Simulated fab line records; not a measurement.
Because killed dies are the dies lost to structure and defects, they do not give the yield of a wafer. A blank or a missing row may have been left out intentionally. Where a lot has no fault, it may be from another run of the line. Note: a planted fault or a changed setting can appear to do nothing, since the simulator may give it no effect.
Matching of chambers    flow n5_finfet    rie_diel-02 running N5_GATE_CUT_DESCUM_18: 4 sister chambers
The step chemistry O2, time 7 s. 8 wafers are shown with their chamber, then 10 later ones without.

## WAFERS PAIRED WITH THEIR CHAMBERS
wafer   chamber  drypump_motor_current_A (A)  throttle_valve_pct (%)
L079.3  0        5.8                          20.53
L083.5  2        5.6                          20.70
L085.1  3        5.9                          20.82
L088.1  2        5.5                          20.70
L088.2  1        6.0                          20.38
L088.3  3        5.9                          20.83
L089.2  1        6.0                          20.39
L089.4  0        5.8                          20.20

## WAFERS MISSING THEIR CHAMBER
wafer   drypump_motor_current_A (A)  throttle_valve_pct (%)
L089.5  5.5                          20.70
L092.2  5.5                          20.71
L092.3  6.0                          20.39
L092.4  6.0                          20.39
L093.1  5.9                          20.19
L093.2  5.5                          20.72
L093.5  6.0                          20.39
L096.1  6.0                          20.35
L096.3  5.5                          20.74
L096.4  5.8                          20.20

## WHICH CHAMBER EACH ONE RAN IN
wafer    from the rows above       in truth
L089.5   2                         2
L092.2   2                         2
L092.3   1                         1
L092.4   1                         1
L093.1   can't be placed: 0 or 1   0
L093.2   2                         2
L093.5   1                         1
L096.1   1                         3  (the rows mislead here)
L096.3   2                         2
L096.4   0                         0
Placed correctly: 8 of 10. Cannot be placed on the basis of these rows: 1; the candidates contain the true chamber in 1. Placed wrongly: 1.
How it was worked out, from the rows above alone: a wafer's distance from a chamber is the root of the sum, over the readings, of the square of ((its reading less the chamber's mean) divided by the reading's scatter). If the next closest chamber is less than 2 further off than the closest, the wafer can't be placed; otherwise it belongs to the closest. For every chamber, the mean is computed from those of its wafers that are shown. The scatter: take each reading less its chamber's mean, square it, sum over the shown wafers, divide by the number of wafers less the number of chambers, and take the root.
